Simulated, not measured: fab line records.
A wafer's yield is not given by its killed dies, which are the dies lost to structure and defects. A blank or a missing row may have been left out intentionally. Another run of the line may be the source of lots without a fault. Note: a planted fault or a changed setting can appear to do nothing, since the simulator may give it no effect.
fab line records -- flow n5_finfet -- part 1 of 2: steps 1 to 23 of 31
record lots=5, wafers=15, last_day=16
route steps=1938 shown BEOL_M0@720 BEOL_M1@751
lots untouched by any fault: they come from a run of this same line in which no faults occurred
start_h: hours from the record's opening day to when the first of the lot's shown wafers began -- wait_h: hours from the lot's prior step to this one -- " same as the row above -- L1.1+2: a row that stands for several wafers -- - no value present, or no start provided -- * or withheld: withheld -- < > ~ a bound
route shown NAME@n: a module of which the file shows steps, and the number in the route of the first -- usual: mean/standard deviation taken from wafers without a fault -- same: alike in all rows -- chamber/n: place in a boat -- sites: each site's reading -- _std_site: the standard deviation of these -- _edge_site: inner sites' mean taken away from outer sites' mean -- radius_mm: how far each site lies from the wafer's centre -- mask NAME#n: copy n -- behind: the tool/chamber that last shaped the wafer -- hold: the reason the lot was held/the length of the hold in hours/how it ended -- device: the transistor (n, p or np) that didn't switch -- end of line: the same wafers' tests at the end of the route -- step lacking rows: just its recipe -- killed: at the first sort, the dies lost to defects and structure; wafer yield is something else -- map: per-die view of a wafer (x killed, . not killed, _ where there is no die)
set.NAME: the run value of the setting; set.NAME@STEP: its run value at that earlier step -- model.NAME: the simulator's own value behind a step, which no gauge read
lots at some steps of the route; a table a step, a row a wafer
services: from which hour (start_h, from the record's first day; less than 0 if before it) a tool's chamber was out of use, for how many hours, and why
## steps
# step N5_BEOL_M0_ETCH_128
# recipe chemistry=CF4/N2, target_depth_a=120, overetch_a=51, target=SiCN, time_s=21.4, ion_energy_ev=150, pressure_mtorr=40, source_w=430, bias_w=70, Ar_flow_sccm=100, cf4_flow_sccm=60, n2_flow_sccm=60
# usual drypump_motor_current_A=5.7/0.41, oes_product_au=0.54/0.065, rf_vpp_V=382.0/2, showerhead_plenum_p_Torr=2.20/0.087, throttle_valve_pct=15.38/0.25
lot.wafer,tool,chamber,start_h,wait_h,drypump_motor_current_A,oes_product_au,rf_hours_counter_h,rf_vpp_V,showerhead_plenum_p_Torr,throttle_valve_pct
L079.2,rie_diel-02,2,146.09,0.1,5.6,0.48,227,381.4,2.18,15.67
L079.3,rie_diel-02,3,146.09,0.1,6.5,0.49,199,381.4,2.19,15.23
L079.5,rie_diel-02,2,146.09,0.1,5.6,0.48,-,382.0,2.18,15.68
L080.4,rie_diel-04,1,152.65,0.2,5.4,0.49,-,382.5,2.28,15.28
L080.5,rie_diel-04,2,152.65,0.2,5.3,0.48,-,382.0,2.19,15.73
L080.6,rie_diel-04,0,152.65,0.2,5.6,0.63,-,383.5,2.35,15.40
L090.1,rie_diel-05,1,212.08,0.2,6.2,0.52,169,384.7,2.29,15.55
L090.4,rie_diel-05,1,212.08,0.2,6.1,0.53,-,383.8,2.29,15.54
L090.6,rie_diel-05,2,212.08,0.2,5.4,0.51,-,377.9,2.02,15.38
L091.1,rie_diel-02,1,215.20,0.1,5.9,0.63,25,382.3,2.25,15.00
L091.2,rie_diel-02,0,215.20,0.1,6.1,0.46,228,380.2,2.11,15.42
L091.5,rie_diel-02,0,215.20,0.1,6.2,0.47,-,378.7,2.11,15.41
L092.1,rie_diel-05,2,232.76,0.7,5.5,0.49,192,376.9,2.01,15.39
L092.3,rie_diel-05,0,232.76,0.7,5.1,0.60,29,384.1,2.26,15.01
L092.5,rie_diel-05,3,232.76,0.7,5.5,0.61,-,381.9,2.17,15.57
# step N5_BEOL_M0_TRENCH_ETCH_107
# recipe chemistry=C4F6/O2, target_depth_a=328, target=SiOC, time_s=16.4, ion_energy_ev=250, pressure_mtorr=30, source_w=355, bias_w=185, Ar_flow_sccm=300, C4F6_flow_sccm=10, O2_flow_sccm=10
# usual drypump_motor_current_A=5.7/0.42, oes_product_au=0.78/0.1, rf_vpp_V=651/18, showerhead_plenum_p_Torr=2.84/0.11, throttle_valve_pct=20.79/0.24
lot.wafer,tool,chamber,start_h,wait_h,drypump_motor_current_A,oes_product_au,rf_hours_counter_h,rf_vpp_V,showerhead_plenum_p_Torr,throttle_valve_pct
L079.2,rie_diel-02,2,146.13,0.0,5.6,0.69,227,633,2.80,21.01
L079.3,rie_diel-02,3,146.13,0.0,6.5,0.68,199,646,2.85,20.76
L079.5,rie_diel-02,2,146.13,0.0,5.5,0.69,-,633,2.80,20.98
L080.4,rie_diel-04,1,152.68,0.0,5.5,0.70,-,655,2.94,20.66
L080.5,rie_diel-04,2,152.68,0.0,5.3,0.69,-,649,2.81,21.12
L080.6,rie_diel-04,0,152.68,0.0,5.6,0.88,-,671,3.00,20.76
L090.1,rie_diel-05,1,212.12,0.0,6.2,0.74,169,667,2.94,20.90
L090.4,rie_diel-05,1,212.12,0.0,6.2,0.75,-,666,2.94,20.89
L090.6,rie_diel-05,2,212.12,0.0,5.5,0.72,-,665,2.59,20.64
L091.1,rie_diel-02,1,215.24,0.0,5.9,0.89,25,683,2.88,20.39
L091.2,rie_diel-02,0,215.24,0.0,6.1,0.67,228,629,2.72,20.83
L091.5,rie_diel-02,0,215.24,0.0,6.2,0.67,-,630,2.72,20.82
L092.1,rie_diel-05,2,232.81,0.0,5.5,0.71,192,665,2.59,20.66
L092.3,rie_diel-05,0,232.81,0.0,5.1,0.90,29,619,2.93,20.47
L092.5,rie_diel-05,3,232.81,0.0,5.5,0.90,-,648,2.82,21.16
# step N5_BEOL_M0_STRIP_142
# recipe chemistry=N2/H2, time_s=10, power_w=450, temp_c=40, pressure_mtorr=20, rf_frequency_hz=6e+07, bias_power_w=7, n2_flow_sccm=200, h2_flow_sccm=200
# usual drypump_motor_current_A=5.7/0.41, h2_flow_sccm=199.9/0.6, oes_product_au=0.78/0.1, rf_vpp_V=59.1/0.88, showerhead_plenum_p_Torr=2.54/0.11, throttle_valve_pct=23.7/0.36
lot.wafer,tool,chamber,start_h,wait_h,drypump_motor_current_A,h2_flow_sccm,oes_product_au,rf_hours_counter_h,rf_vpp_V,showerhead_plenum_p_Torr,throttle_valve_pct
L079.2,rie_diel-02,2,146.15,0.0,5.6,199.0,0.70,227,59.7,2.52,24.0
L079.3,rie_diel-02,3,146.15,0.0,6.6,200.4,0.70,199,60.2,2.53,23.8
L079.5,rie_diel-02,2,146.15,0.0,5.6,200.2,0.70,-,58.9,2.52,24.0
L080.4,rie_diel-04,1,152.72,0.0,5.5,199.6,0.68,-,58.8,2.62,23.5
L080.5,rie_diel-04,2,152.72,0.0,5.3,200.2,0.69,-,58.3,2.53,24.3
L080.6,rie_diel-04,0,152.72,0.0,5.6,199.3,0.90,-,59.1,2.72,23.8
L090.1,rie_diel-05,1,212.14,0.0,6.1,200.3,0.75,169,59.5,2.63,23.7
L090.4,rie_diel-05,1,212.14,0.0,6.2,199.7,0.75,-,59.7,2.63,23.7
L090.6,rie_diel-05,2,212.14,0.0,5.5,200.8,0.74,-,60.4,2.32,23.5
L091.1,rie_diel-02,1,215.26,0.0,5.9,198.3,0.91,25,59.8,2.61,23.7
L091.2,rie_diel-02,0,215.26,0.0,6.1,199.4,0.67,228,56.7,2.41,23.5
L091.5,rie_diel-02,0,215.26,0.0,6.1,200.8,0.67,-,58.9,2.41,23.5
L092.1,rie_diel-05,2,232.83,0.0,5.5,198.7,0.73,192,60.1,2.31,23.5
L092.3,rie_diel-05,0,232.83,0.0,5.1,199.3,0.92,29,58.3,2.61,23.1
L092.5,rie_diel-05,3,232.83,0.0,5.5,200.3,0.88,-,58.0,2.49,24.1
# step N5_BEOL_M0_OCD_MEAS_108
# usual trench_depth_nm=32.4/0.8
lot.wafer,tool,chamber,start_h,wait_h,trench_depth_nm
L079.2,ocd-01,-,146.24,0.1,32.7
L079.3,ocd-01,-,146.24,0.1,31.7
L079.5,ocd-01,-,146.24,0.1,33.3
L080.4,ocd-02,-,152.78,0.0,32.4
L080.5,ocd-02,-,152.78,0.0,32.7
L080.6,ocd-02,-,152.78,0.0,33.2
L090.1,ocd-01,-,212.22,0.1,32.4
L090.4,ocd-01,-,212.22,0.1,31.9
L090.6,ocd-01,-,212.22,0.1,31.9
L091.1,ocd-02,-,215.34,0.1,32.4
L091.2,ocd-02,-,215.34,0.1,31.9
L091.5,ocd-02,-,215.34,0.1,31.8
L092.1,ocd-02,-,232.91,0.1,31.8
L092.3,ocd-02,-,232.91,0.1,33.8
L092.5,ocd-02,-,232.91,0.1,33.7
# step N5_BEOL_M0_HM_STRIP_129
# recipe chemistry=peroxide_tin_strip, material=TiN, target_depth_a=170, temp_c=50, time_s=108
lot.wafer,tool,chamber,start_h,wait_h
L079.2+3+5,wet_bench-04,"5,7,3",146.27,0.0
L080.4+5+6,wet_bench-03,"7,6,3",152.81,0.0
L090.1+4+6,wet_bench-06,"4,6,5",212.26,0.0
L091.1+2+5,wet_bench-04,"4,3,2",215.37,0.0
L092.1+3+5,wet_bench-03,"6,2,3",232.94,0.0
# step N5_BEOL_M0_SRD_130
# recipe time_s=30, temp_c=23, rinse_liquid=diw, dry=ipa_marangoni
lot.wafer,tool,chamber,start_h,wait_h
L079.2+3+5,wet_bench-04,"5,7,3",146.31,0.0
L080.4+5+6,wet_bench-03,"7,6,3",152.84,0.0
L090.1+4+6,wet_bench-06,"4,6,5",212.30,0.0
L091.1+2+5,wet_bench-04,"4,3,2",215.41,0.0
L092.1+3+5,wet_bench-03,"6,2,3",232.97,0.0
# step N5_BEOL_M0_ETCH_109
# recipe chemistry=CH3F/O2, target_depth_a=80, overetch_a=24, target=SiCN, time_s=27.4, ion_energy_ev=120, pressure_mtorr=30, source_w=395, bias_w=75, Ar_flow_sccm=150, CH3F_flow_sccm=30, O2_flow_sccm=20
# usual drypump_motor_current_A=5.7/0.42, oes_product_au=0.68/0.09, rf_vpp_V=297.2/1.7, showerhead_plenum_p_Torr=1.99/0.079, throttle_valve_pct=16.21/0.22
lot.wafer,tool,chamber,start_h,wait_h,drypump_motor_current_A,oes_product_au,rf_hours_counter_h,rf_vpp_V,showerhead_plenum_p_Torr,throttle_valve_pct
L079.2,rie_diel-02,0,146.35,0.0,6.2,0.60,199,295.5,1.91,16.22
L079.3,rie_diel-02,2,146.35,0.0,5.6,0.61,227,296.8,1.97,16.49
L079.5,rie_diel-02,2,146.35,0.0,5.6,0.60,-,295.7,1.97,16.49
L080.4,rie_diel-04,2,152.92,0.1,5.3,0.60,-,297.1,1.97,16.57
L080.5,rie_diel-04,1,152.92,0.1,5.4,0.61,-,298.4,2.07,16.18
L080.6,rie_diel-04,0,152.92,0.1,5.6,0.76,-,299.0,2.12,16.20
L090.1,rie_diel-02,0,212.73,0.4,6.2,0.59,226,294.6,1.91,16.29
L090.4,rie_diel-02,0,212.73,0.4,6.2,0.60,-,295.6,1.90,16.27
L090.6,rie_diel-02,3,212.73,0.4,6.5,0.60,-,296.9,1.99,16.23
L091.1,rie_diel-05,3,215.80,0.4,5.5,0.77,30,296.6,1.97,16.44
L091.2,rie_diel-05,0,215.80,0.4,5.1,0.77,23,298.6,2.06,15.90
L091.5,rie_diel-05,0,215.80,0.4,5.2,0.77,-,298.1,2.06,15.89
L092.1,rie_diel-05,2,233.52,0.5,5.4,0.62,193,293.5,1.81,16.21
L092.3,rie_diel-05,1,233.52,0.5,6.1,0.63,179,297.8,2.07,16.42
L092.5,rie_diel-05,0,233.52,0.5,5.1,0.76,-,297.3,2.06,15.90
# step N5_BEOL_M0_STRIP_139
# recipe chemistry=post_etch_residue_remover, time_s=60, temp_c=25, remover_ph=withheld, remover_water_wt_pct=withheld, remover_fluoride_wt_pct=withheld
lot.wafer,tool,chamber,start_h,wait_h
L079.2+3+5,wet_bench-04,"0,3,4",146.46,0.1
L080.4+5+6,wet_bench-04,"0,3,4",152.99,0.0
L090.1+4+6,wet_bench-06,"2,4,1",212.83,0.1
L091.1+2+5,wet_bench-03,"0,4,6",215.91,0.1
L092.1+3+5,wet_bench-04,"3,1,0",233.62,0.1
# step N5_BEOL_M0_SRD_111
# recipe time_s=30, temp_c=23, rinse_liquid=diw, dry=ipa_marangoni
lot.wafer,tool,chamber,start_h,wait_h
L079.2+3+5,wet_bench-04,"0,3,4",146.49,0.0
L080.4+5+6,wet_bench-04,"0,3,4",153.01,0.0
L090.1+4+6,wet_bench-06,"2,4,1",212.85,0.0
L091.1+2+5,wet_bench-03,"0,4,6",215.93,0.0
L092.1+3+5,wet_bench-04,"3,1,0",233.64,0.0
# step N5_BEOL_M0_DEGAS_112
# recipe ambient=vacuum, temp_c=250, time_s=60
# usual heater_power_w=329/34
lot.wafer,tool,chamber,start_h,wait_h,heater_power_w
L079.2,pvd_sputter-01,-,147.12,0.6,328
L079.3,pvd_sputter-01,-,147.12,0.6,236
L079.5,pvd_sputter-01,-,147.12,0.6,319
L080.4,pvd_sputter-01,-,153.61,0.6,326
L080.5,pvd_sputter-01,-,153.61,0.6,303
L080.6,pvd_sputter-01,-,153.61,0.6,309
L090.1,pvd_sputter-03,-,212.90,0.0,348
L090.4,pvd_sputter-03,-,212.90,0.0,313
L090.6,pvd_sputter-03,-,212.90,0.0,348
L091.1,pvd_sputter-03,-,216.14,0.2,301
L091.2,pvd_sputter-03,-,216.14,0.2,339
L091.5,pvd_sputter-03,-,216.14,0.2,347
L092.1,pvd_sputter-02,-,235.12,1.5,339
L092.3,pvd_sputter-02,-,235.12,1.5,381
L092.5,pvd_sputter-02,-,235.12,1.5,332
# step N5_BEOL_M0_PRE_CLEAN_113
# recipe gas=H2/He, time_s=30, temp_c=250
# usual heater_power_w=330/33
lot.wafer,tool,chamber,start_h,wait_h,heater_power_w
L079.2,pvd_sputter-01,-,147.16,0.0,326
L079.3,pvd_sputter-01,-,147.16,0.0,240
L079.5,pvd_sputter-01,-,147.16,0.0,313
L080.4,pvd_sputter-01,-,153.65,0.0,331
L080.5,pvd_sputter-01,-,153.65,0.0,308
L080.6,pvd_sputter-01,-,153.65,0.0,305
L090.1,pvd_sputter-03,-,212.94,0.0,353
L090.4,pvd_sputter-03,-,212.94,0.0,308
L090.6,pvd_sputter-03,-,212.94,0.0,353
L091.1,pvd_sputter-03,-,216.18,0.0,304
L091.2,pvd_sputter-03,-,216.18,0.0,348
L091.5,pvd_sputter-03,-,216.18,0.0,355
L092.1,pvd_sputter-02,-,235.16,0.0,343
L092.3,pvd_sputter-02,-,235.16,0.0,377
L092.5,pvd_sputter-02,-,235.16,0.0,338
# step N5_BEOL_M0_ALD_136
# recipe material=TaN, target_thk_a=*, temp_c=275, ald_precursor_family=PDMAT, ald_co_reactant=NH3, pressure_torr=3, carrier_flow_sccm=1500, pulse_time_s=2, purge_time_s=3, co_reactant_purge_time_s=2, co_reactant_pulse_time_s=3, ald_cycles=30, precursor_vessel_temp_c=75, precursor_vessel_pressure_torr=26.25, precursor_vessel_carrier_sccm=1000
# usual heater_power_w=425/40
lot.wafer,tool,chamber,start_h,wait_h,heater_power_w,since_wet_clean_h
L079.2,ald_metal-03,2,147.28,0.1,488,2887
L079.3,ald_metal-03,3,147.28,0.1,378,2887
L079.5,ald_metal-03,3,147.28,0.1,375,-
L080.4,ald_metal-02,1,153.93,0.3,374,-
L080.5,ald_metal-02,2,153.93,0.3,466,-
L080.6,ald_metal-02,3,153.93,0.3,426,-
L090.1,ald_metal-03,2,213.23,0.3,489,2953
L090.4,ald_metal-03,1,213.23,0.3,429,2953
L090.6,ald_metal-03,0,213.23,0.3,405,-
L091.1,ald_metal-03,2,216.28,0.1,482,2956
L091.2,ald_metal-03,0,216.28,0.1,386,2956
L091.5,ald_metal-03,0,216.28,0.1,388,-
L092.1,ald_metal-03,2,235.22,0.0,493,2975
L092.3,ald_metal-03,3,235.22,0.0,365,2975
L092.5,ald_metal-03,1,235.22,0.0,426,-
# step N5_BEOL_M0_SURFACE_TREAT_137
# recipe gas=Ar, time_s=*, ion_energy_ev=*, ion_current_ma_cm2=0.5, pressure_mtorr=*, ar_flow_sccm=30
# usual ar_flow_sccm=30.00/0.092, throttle_valve_pct=*
lot.wafer,tool,chamber,start_h,wait_h,ar_flow_sccm,throttle_valve_pct
L079.2,pvd_sputter-02,-,147.70,0.3,30.04,*
L079.3,pvd_sputter-02,-,147.70,0.3,29.84,*
L079.5,pvd_sputter-02,-,147.70,0.3,30.10,*
L080.4,pvd_sputter-03,-,154.30,0.3,30.06,*
L080.5,pvd_sputter-03,-,154.30,0.3,29.99,*
L080.6,pvd_sputter-03,-,154.30,0.3,29.94,*
L090.1,pvd_sputter-02,-,214.77,1.4,30.21,*
L090.4,pvd_sputter-02,-,214.77,1.4,30.05,*
L090.6,pvd_sputter-02,-,214.77,1.4,29.84,*
L091.1,pvd_sputter-02,-,216.54,0.2,30.04,*
L091.2,pvd_sputter-02,-,216.54,0.2,29.98,*
L091.5,pvd_sputter-02,-,216.54,0.2,30.13,*
L092.1,pvd_sputter-02,-,235.46,0.1,29.94,*
L092.3,pvd_sputter-02,-,235.46,0.1,29.93,*
L092.5,pvd_sputter-02,-,235.46,0.1,29.94,*
# step N5_BEOL_M0_CVD_115
# recipe material=Co, target_thk_a=*, temp_c=withheld, precursor=CCTBA/H2, pressure_torr=30, time_s=120
lot.wafer,tool,chamber,start_h,wait_h,since_wet_clean_h
L079.2,cvd_co-02,2,147.99,0.3,449
L079.3,cvd_co-02,0,147.99,0.3,908
L079.5,cvd_co-02,0,147.99,0.3,-
L080.4,cvd_co-02,2,154.40,0.1,-
L080.5,cvd_co-02,1,154.40,0.1,-
L080.6,cvd_co-02,0,154.40,0.1,-
L090.1,cvd_co-02,1,214.85,0.1,78
L090.4,cvd_co-02,0,214.85,0.1,-
L090.6,cvd_co-02,2,214.85,0.1,-
L091.1,cvd_co-01,2,216.63,0.1,299
L091.2,cvd_co-01,1,216.63,0.1,1195
L091.5,cvd_co-01,2,216.63,0.1,-
L092.1,cvd_co-02,0,235.52,0.0,996
L092.3,cvd_co-02,1,235.52,0.0,99
L092.5,cvd_co-02,1,235.52,0.0,-
# step N5_BEOL_M0_SPUTTER_116
# recipe material=Cu, target_thk_a=40, temp_c=-20, chamber_pressure_pa=0.07, power_w=withheld, time_s=7.37
# usual throttle_valve_pct=30.2/1.2
lot.wafer,tool,chamber,start_h,wait_h,throttle_valve_pct
L079.2,pvd_sputter-03,-,148.30,0.3,31.3
L079.3,pvd_sputter-03,-,148.30,0.3,31.2
L079.5,pvd_sputter-03,-,148.30,0.3,31.8
L080.4,pvd_sputter-02,-,154.50,0.1,30.5
L080.5,pvd_sputter-02,-,154.50,0.1,30.2
L080.6,pvd_sputter-02,-,154.50,0.1,29.0
L090.1,pvd_sputter-02,-,214.97,0.1,30.2
L090.4,pvd_sputter-02,-,214.97,0.1,30.9
L090.6,pvd_sputter-02,-,214.97,0.1,30.0
L091.1,pvd_sputter-01,-,216.76,0.1,27.1
L091.2,pvd_sputter-01,-,216.76,0.1,28.6
L091.5,pvd_sputter-01,-,216.76,0.1,27.3
L092.1,pvd_sputter-03,-,235.67,0.1,31.3
L092.3,pvd_sputter-03,-,235.67,0.1,31.3
L092.5,pvd_sputter-03,-,235.67,0.1,31.3
# step N5_BEOL_M0_ANNEAL_117
# recipe temp_c=400, time_s=60, ambient=vacuum
# usual heater_power_w=838/87
lot.wafer,tool,chamber,start_h,wait_h,heater_power_w
L079.2,pvd_sputter-03,-,148.38,0.0,869
L079.3,pvd_sputter-03,-,148.38,0.0,862
L079.5,pvd_sputter-03,-,148.38,0.0,762
L080.4,pvd_sputter-02,-,154.58,0.0,817
L080.5,pvd_sputter-02,-,154.58,0.0,935
L080.6,pvd_sputter-02,-,154.58,0.0,899
L090.1,pvd_sputter-02,-,215.05,0.0,930
L090.4,pvd_sputter-02,-,215.05,0.0,875
L090.6,pvd_sputter-02,-,215.05,0.0,949
L091.1,pvd_sputter-01,-,216.84,0.0,786
L091.2,pvd_sputter-01,-,216.84,0.0,821
L091.5,pvd_sputter-01,-,216.84,0.0,799
L092.1,pvd_sputter-03,-,235.75,0.0,858
L092.3,pvd_sputter-03,-,235.75,0.0,865
L092.5,pvd_sputter-03,-,235.75,0.0,865
# step N5_BEOL_M0_SPUTTER_132
# recipe material=Cu, target_thk_a=40, temp_c=-20, chamber_pressure_pa=0.07, power_w=withheld, time_s=7.37
# usual throttle_valve_pct=30.2/1.2
lot.wafer,tool,chamber,start_h,wait_h,throttle_valve_pct
L079.2,pvd_sputter-03,-,148.42,0.0,31.2
L079.3,pvd_sputter-03,-,148.42,0.0,31.3
L079.5,pvd_sputter-03,-,148.42,0.0,31.5
L080.4,pvd_sputter-02,-,154.62,0.0,30.5
L080.5,pvd_sputter-02,-,154.62,0.0,30.0
L080.6,pvd_sputter-02,-,154.62,0.0,29.4
L090.1,pvd_sputter-02,-,215.09,0.0,30.2
L090.4,pvd_sputter-02,-,215.09,0.0,30.8
L090.6,pvd_sputter-02,-,215.09,0.0,30.0
L091.1,pvd_sputter-01,-,216.88,0.0,27.3
L091.2,pvd_sputter-01,-,216.88,0.0,28.7
L091.5,pvd_sputter-01,-,216.88,0.0,27.3
L092.1,pvd_sputter-03,-,235.79,0.0,31.3
L092.3,pvd_sputter-03,-,235.79,0.0,31.2
L092.5,pvd_sputter-03,-,235.79,0.0,31.4
# step N5_BEOL_M0_ANNEAL_133
# recipe temp_c=400, time_s=60, ambient=vacuum
# usual heater_power_w=837/87
lot.wafer,tool,chamber,start_h,wait_h,heater_power_w
L079.2,pvd_sputter-03,-,148.50,0.0,858
L079.3,pvd_sputter-03,-,148.50,0.0,860
L079.5,pvd_sputter-03,-,148.50,0.0,760
L080.4,pvd_sputter-02,-,154.70,0.0,819
L080.5,pvd_sputter-02,-,154.70,0.0,953
L080.6,pvd_sputter-02,-,154.70,0.0,941
L090.1,pvd_sputter-02,-,215.17,0.0,934
L090.4,pvd_sputter-02,-,215.17,0.0,862
L090.6,pvd_sputter-02,-,215.17,0.0,967
L091.1,pvd_sputter-01,-,216.96,0.0,778
L091.2,pvd_sputter-01,-,216.96,0.0,809
L091.5,pvd_sputter-01,-,216.96,0.0,786
L092.1,pvd_sputter-03,-,235.87,0.0,856
L092.3,pvd_sputter-03,-,235.87,0.0,893
L092.5,pvd_sputter-03,-,235.87,0.0,867
# step N5_BEOL_M0_SPUTTER_134
# recipe material=Cu, target_thk_a=40, temp_c=-20, chamber_pressure_pa=0.07, power_w=withheld, time_s=7.37
# usual throttle_valve_pct=30.2/1.2
lot.wafer,tool,chamber,start_h,wait_h,throttle_valve_pct
L079.2,pvd_sputter-03,-,148.54,0.0,31.3
L079.3,pvd_sputter-03,-,148.54,0.0,31.4
L079.5,pvd_sputter-03,-,148.54,0.0,31.6
L080.4,pvd_sputter-02,-,154.74,0.0,31.2
L080.5,pvd_sputter-02,-,154.74,0.0,30.4
L080.6,pvd_sputter-02,-,154.74,0.0,29.1
L090.1,pvd_sputter-02,-,215.21,0.0,30.0
L090.4,pvd_sputter-02,-,215.21,0.0,31.0
L090.6,pvd_sputter-02,-,215.21,0.0,30.3
L091.1,pvd_sputter-01,-,217.00,0.0,27.0
L091.2,pvd_sputter-01,-,217.00,0.0,28.6
L091.5,pvd_sputter-01,-,217.00,0.0,27.1
L092.1,pvd_sputter-03,-,235.91,0.0,31.5
L092.3,pvd_sputter-03,-,235.91,0.0,31.0
L092.5,pvd_sputter-03,-,235.91,0.0,31.2
# step N5_BEOL_M0_ANNEAL_135
# recipe temp_c=400, time_s=60, ambient=vacuum
# usual heater_power_w=838/86
lot.wafer,tool,chamber,start_h,wait_h,heater_power_w
L079.2,pvd_sputter-03,-,148.62,0.0,880
L079.3,pvd_sputter-03,-,148.62,0.0,897
L079.5,pvd_sputter-03,-,148.62,0.0,792
L080.4,pvd_sputter-02,-,154.82,0.0,843
L080.5,pvd_sputter-02,-,154.82,0.0,951
L080.6,pvd_sputter-02,-,154.82,0.0,927
L090.1,pvd_sputter-02,-,215.29,0.0,949
L090.4,pvd_sputter-02,-,215.29,0.0,839
L090.6,pvd_sputter-02,-,215.29,0.0,954
L091.1,pvd_sputter-01,-,217.08,0.0,795
L091.2,pvd_sputter-01,-,217.08,0.0,823
L091.5,pvd_sputter-01,-,217.08,0.0,779
L092.1,pvd_sputter-03,-,235.99,0.0,872
L092.3,pvd_sputter-03,-,235.99,0.0,878
L092.5,pvd_sputter-03,-,235.99,0.0,873
# step N5_BEOL_M0_SPUTTER_141
# recipe material=Cu, target_thk_a=40, temp_c=-20, chamber_pressure_pa=0.07, power_w=withheld, time_s=7.37
# usual throttle_valve_pct=30.2/1.2
lot.wafer,tool,chamber,start_h,wait_h,throttle_valve_pct
L079.2,pvd_sputter-03,-,148.66,0.0,31.3
L079.3,pvd_sputter-03,-,148.66,0.0,31.6
L079.5,pvd_sputter-03,-,148.66,0.0,31.4
L080.4,pvd_sputter-02,-,154.86,0.0,30.6
L080.5,pvd_sputter-02,-,154.86,0.0,30.1
L080.6,pvd_sputter-02,-,154.86,0.0,29.2
L090.1,pvd_sputter-02,-,215.33,0.0,30.1
L090.4,pvd_sputter-02,-,215.33,0.0,30.9
L090.6,pvd_sputter-02,-,215.33,0.0,30.2
L091.1,pvd_sputter-01,-,217.12,0.0,27.2
L091.2,pvd_sputter-01,-,217.12,0.0,28.6
L091.5,pvd_sputter-01,-,217.12,0.0,27.3
L092.1,pvd_sputter-03,-,236.03,0.0,31.1
L092.3,pvd_sputter-03,-,236.03,0.0,30.9
L092.5,pvd_sputter-03,-,236.03,0.0,31.5
# step N5_BEOL_M0_ECD_118
# recipe material=Cu, target_thk_a=3000
lot.wafer,tool,chamber,start_h,wait_h
L079.2+3+5,ecd_cu-01,"1,1,0",148.77,0.1
L080.4+5+6,ecd_cu-02,"0,0,1",154.99,0.1
L090.1+4+6,ecd_cu-02,"0,0,1",215.45,0.1
L091.1+2+5,ecd_cu-01,"0,1,0",217.24,0.1
L092.1+3+5,ecd_cu-02,"0,0,1",236.15,0.1
# step N5_BEOL_M0_ANNEAL_119
# recipe temp_c=225, time_s=90, ambient=N2
# usual wafer_temp_C_max=226.03/0.25
lot.wafer,tool,chamber,start_h,wait_h,wafer_temp_C_max
L079.2,rtp_anneal-01,0,148.90,0.1,226.00
L079.3,rtp_anneal-01,0,148.90,0.1,225.83
L079.5,rtp_anneal-01,0,148.90,0.1,225.88
L080.4,rtp_anneal-02,0,155.78,0.8,226.13
L080.5,rtp_anneal-02,0,155.78,0.8,226.44
L080.6,rtp_anneal-02,0,155.78,0.8,226.43
L090.1,rtp_anneal-01,0,215.53,0.1,225.87
L090.4,rtp_anneal-01,0,215.53,0.1,226.08
L090.6,rtp_anneal-01,0,215.53,0.1,225.85
L091.1,rtp_anneal-01,0,217.35,0.1,226.04
L091.2,rtp_anneal-01,0,217.35,0.1,226.14
L091.5,rtp_anneal-01,0,217.35,0.1,225.96
L092.1,rtp_anneal-01,0,236.88,0.7,226.16
L092.3,rtp_anneal-01,0,236.88,0.7,225.84
L092.5,rtp_anneal-01,0,236.88,0.7,226.14
